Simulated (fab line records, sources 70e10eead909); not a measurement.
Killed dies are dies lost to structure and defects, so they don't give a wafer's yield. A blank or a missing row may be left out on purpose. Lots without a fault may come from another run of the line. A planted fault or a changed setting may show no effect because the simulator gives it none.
Which tool did it? | flow nand_harc | 12 lots, 36 wafers sampled, at 5 steps of a route of 1159

WHAT THE GAUGES READ, wafer by wafer
NHARC_A_BONDPAD_THK_MEAS_20: measures by xrf. Usual: thk_nm 169.4 nm, standard deviation 1.7.
lot  | measured     | on            | thk_nm (nm)       | flag
L646 | day 18 05:25 | film_metro-02 | 171.4 169.4 171.4 |
L648 | day 18 09:53 | film_metro-01 | 170.5 167.0 168.3 |
L647 | day 18 10:48 | film_metro-02 | 169.2 168.5 167.4 |
L649 | day 19 11:30 | film_metro-02 | 171.6 169.8 168.5 |
L657 | day 21 05:39 | film_metro-01 | 168.5 170.5 168.1 |
L659 | day 21 07:34 | film_metro-02 | 170.7 171.8 169.9 |
L660 | day 21 11:13 | film_metro-01 | 169.6 172.5 172.3 |
L663 | day 21 12:20 | film_metro-01 | 170.7 170.1 170.6 |
L661 | day 22 00:11 | film_metro-01 | 167.5 167.6 169.6 |
L662 | day 22 09:56 | film_metro-01 | 168.8 171.8 169.2 |
L665 | day 22 10:59 | film_metro-01 | 167.5 171.5 167.0 |
L667 | day 23 06:44 | film_metro-01 | 168.5 173.7 166.1 |

NHARC_END_SORT_01. Usual: defect_limited_yield 95.5 %, standard deviation 1.3; killed_at_array 26, standard deviation 8.4; killed_at_other 0.7, standard deviation 0.97; killed_at_periphery 3.2, standard deviation 2.2; killed_dies 30, standard deviation 8.5; killed_open 3.4, standard deviation 2; killed_short 2, standard deviation 1.3; sort_bin_2_pct 1.5 %, standard deviation 0.52; sort_bin_3_pct 0.21 %, standard deviation 0.18; sort_bin_4_pct 2.8 %, standard deviation 0.91; sort_n_pass 647, standard deviation 8.5; sort_rim_yield_pct 94.8 %, standard deviation 2.7; sort_yield_pct 95.5 %, standard deviation 1.3.
lot  | measured     | on        | defect_limited_yield (%) | killed_at_array | killed_at_other | killed_at_periphery | killed_dies | killed_open | killed_short | sort_bin_2_pct (%) | sort_bin_3_pct (%) | sort_bin_4_pct (%) | sort_n_pass | sort_rim_yield_pct (%) | sort_yield_pct (%) | flag
L647 | day 20 01:22 | prober-01 | 97.8 96.2 96.5           | 15 26 23        | 0 0 0           | 0 0 1               | 15 26 24    | 1 7 4       | 4 2 5        | 0.7 0.9 1.5        | 0.15 0 0.15        | 1.3 3.0 1.9        | 662 651 653 | 99.1 99.1 98.1         | 97.8 96.2 96.5     |
L649 | day 20 15:55 | prober-01 | 96.6 98.4 96.9           | 20 8 16         | 1 0 0           | 2 3 5               | 23 11 21    | 1 1 5       | 3 1 1        | 1.5 0.7 0.9        | 0.30 0 0.44        | 1.6 0.9 1.8        | 654 666 656 | 92.5 97.2 97.2         | 96.6 98.4 96.9     |
L657 | day 22 09:04 | prober-01 | 92.8 93.1 93.9           | 43 46 36        | 0 0 1           | 6 1 4               | 49 47 41    | 3 8 6       | 3 2 3        | 2.4 1.9 1.9        | 0.15 0.15 0.30     | 4.7 4.9 3.8        | 628 630 636 | 96.2 87.7 95.3         | 92.8 93.1 93.9     |
L659 | day 22 09:05 | prober-02 | 93.6 94.2 93.6           | 33 32 41        | 1 4 2           | 9 3 0               | 43 39 43    | 5 1 1       | 2 1 0        | 2.4 1.5 1.8        | 0.30 0.44 0.44     | 3.7 3.8 4.1        | 634 638 634 | 91.5 95.3 94.3         | 93.6 94.2 93.6     |
L663 | day 23 00:50 | prober-01 | 96.5 96.6 94.8           | 22 19 31        | 0 0 0           | 2 4 4               | 24 23 35    | 3 3 2       | 0 1 6        | 1.0 0.9 1.6        | 0 0.44 0.44        | 2.5 2.1 3.1        | 653 654 642 | 96.2 95.3 93.4         | 96.5 96.6 94.8     |
L661 | day 23 08:25 | prober-02 | 93.1 94.4 93.9           | 43 33 40        | 1 2 0           | 3 3 1               | 47 38 41    | 1 3 3       | 2 0 3        | 2.4 2.5 2.1        | 0 0.15 0.15        | 4.6 3.0 3.8        | 630 639 636 | 94.3 90.6 93.4         | 93.1 94.4 93.9     |
L662 | day 23 14:11 | prober-01 | 95.9 96.0 94.7           | 26 24 35        | 1 1 1           | 1 2 0               | 28 27 36    | 5 0 4       | 2 1 1        | 1.3 1.9 0.7        | 0.44 0.15 0.89     | 2.4 1.9 3.7        | 649 650 641 | 93.4 96.2 96.2         | 95.9 96.0 94.7     |

WHICH TOOL RAN EACH LOT (tool, then ch and the chambers of the sampled wafers, then the start)
lot  | NHARC_THIN_TSV_ETCH_15           | NHARC_THIN_TSV_STRIP_45              | NHARC_THIN_TSV_ANNEAL_58
L646 | rie_si-02 ch 0,1,2, day 18 20:42 | plasma_asher-02 ch 0,1, day 18 20:55 | furnace-04 ch 0, day 19 05:14
L648 | rie_si-02 ch 2,3, day 19 03:44   | plasma_asher-01 ch 0,1, day 19 04:03 | furnace-07, day 19 13:07
L647 | rie_si-01 ch 2,3, day 19 04:48   | plasma_asher-02 ch 0,1, day 19 05:01 | furnace-07, day 19 13:07
L649 | rie_si-02 ch 0,2, day 20 00:46   | plasma_asher-02 ch 1, day 20 01:02   | furnace-02, day 20 10:37
L657 | rie_si-01 ch 0,1,2, day 21 19:08 | plasma_asher-01 ch 0,1, day 21 19:21 | furnace-04 ch 0, day 22 04:35
L659 | rie_si-01 ch 0,1, day 21 20:21   | plasma_asher-01 ch 0,1, day 21 20:35 | furnace-04 ch 0, day 22 04:35
L660 | rie_si-01 ch 2,3, day 22 00:44   | plasma_asher-02 ch 0,1, day 22 01:00 | furnace-07 ch 0, day 22 10:15
L663 | rie_si-04 ch 1,2,3, day 22 01:52 | plasma_asher-01 ch 0,1, day 22 02:18 | furnace-07 ch 0, day 22 10:15
L661 | rie_si-01 ch 2,3, day 22 17:01   | plasma_asher-01 ch 0,1, day 22 17:14 | furnace-04 ch 0, day 23 03:28
L662 | rie_si-01 ch 0,1,3, day 22 23:20 | plasma_asher-01 ch 0,1, day 22 23:32 | furnace-02 ch 0, day 23 08:53
L665 | rie_si-02 ch 0,1,3, day 23 00:42 | plasma_asher-02 ch 0,1, day 23 00:59 | furnace-02 ch 0, day 23 08:53
L667 | rie_si-01 ch 1,2, day 23 21:52   | plasma_asher-02 ch 0,1, day 23 22:14 | furnace-07 ch 0, day 24 07:03
- NHARC_THIN_TSV_ETCH_15: target depth 3000 nm, bosch target overetch cycles 2, bosch etch step 2.8 s.
- NHARC_THIN_TSV_STRIP_45: strips in O2.
- NHARC_THIN_TSV_ANNEAL_58: time 1800 s.

WHAT THE TOOLS THEMSELVES READ (means of the sampled wafers that have a number; where no wafer has one, the mark that the record gives instead)
NHARC_THIN_TSV_ETCH_15. Usual: drypump_motor_current_A 5.7 A, standard deviation 0.41; he_backside_leak_sccm 2.67 sccm, standard deviation 0.27.
lot  | tool      | drypump_motor_current_A (A) | he_backside_leak_sccm (sccm) | flag
L646 | rie_si-02 | 5.8                         | 2.82                         |
L648 | rie_si-02 | 5.5                         | 2.83                         |
L647 | rie_si-01 | 6.0                         | 2.57                         |
L649 | rie_si-02 | 5.6                         | 2.72                         |
L657 | rie_si-01 | 5.5                         | 2.53                         |
L659 | rie_si-01 | 5.8                         | 2.66                         |
L660 | rie_si-01 | 5.5                         | 2.49                         |
L663 | rie_si-04 | 5.4                         | 2.67                         |
L661 | rie_si-01 | 6.0                         | 2.62                         |
L662 | rie_si-01 | 5.9                         | 2.65                         |
L665 | rie_si-02 | 5.7                         | 2.71                         |
L667 | rie_si-01 | 5.6                         | 2.47                         |

NHARC_THIN_TSV_STRIP_45. Usual: drypump_motor_current_A 5.49 A, standard deviation 0.26; heater_power_w 364 W, standard deviation 13.
lot  | tool            | drypump_motor_current_A (A) | heater_power_w (W) | flag
L646 | plasma_asher-02 | 5.53                        | 363                |
L648 | plasma_asher-01 | 5.64                        | 347                |
L647 | plasma_asher-02 | 5.52                        | 368                |
L649 | plasma_asher-02 | 5.26                        | 351                |
L657 | plasma_asher-01 | 5.63                        | 365                |
L659 | plasma_asher-01 | 5.40                        | 362                |
L660 | plasma_asher-02 | 5.39                        | 354                |
L663 | plasma_asher-01 | 5.64                        | 364                |
L661 | plasma_asher-01 | 5.61                        | 365                |
L662 | plasma_asher-01 | 5.38                        | 367                |
L665 | plasma_asher-02 | 5.54                        | 372                |
L667 | plasma_asher-02 | 5.52                        | 370                |

NHARC_THIN_TSV_ANNEAL_58. Usual: run_length_s 1822 s, standard deviation 11; spike_tc_bottom_C 421.2 C, standard deviation 1.9.
lot  | tool       | run_length_s (s) | spike_tc_bottom_C (C) | flag
L646 | furnace-04 | 1819             | 422.6                 |
L648 | furnace-07 | -                | -                     | OFF
L647 | furnace-07 | -                | -                     | OFF
L649 | furnace-02 | -                | -                     | OFF
L657 | furnace-04 | 1807             | 422.6                 |
L659 | furnace-04 | 1807             | 421.9                 |
L660 | furnace-07 | 1821             | 418.6                 |
L663 | furnace-07 | 1824             | 418.7                 |
L661 | furnace-04 | 1809             | 421.4                 |
L662 | furnace-02 | 1832             | 423.1                 |
L665 | furnace-02 | 1836             | 423.9                 |
L667 | furnace-07 | 1820             | 419.6                 |

THE ANSWER, worked out from the rows above alone
Rule: a lot is off if the mean of its wafers that have a number lies more than 3 standard deviations from the usual mean. A lot without any number at a reading at which 4 lots or more have one is off too. The other lots that the step has rows for count as sound. The gauges are gone through in route order, then the tools' own readings, and for those a lot's mean is taken as printed above. The first step at which some lot is off is used, and at that step the reading that is off furthest; a lot without a number counts as furthest.
Off: L648, L647, L649, at NHARC_THIN_TSV_ANNEAL_58 (run_length_s). Without a number there: L648, L647, L649.
A tool fits if, at that step or a process step before it, it ran every lot that is off, and no sound lot after the first of them. None of those tried fits.

WHAT THE SIMULATOR HAD PUT IN
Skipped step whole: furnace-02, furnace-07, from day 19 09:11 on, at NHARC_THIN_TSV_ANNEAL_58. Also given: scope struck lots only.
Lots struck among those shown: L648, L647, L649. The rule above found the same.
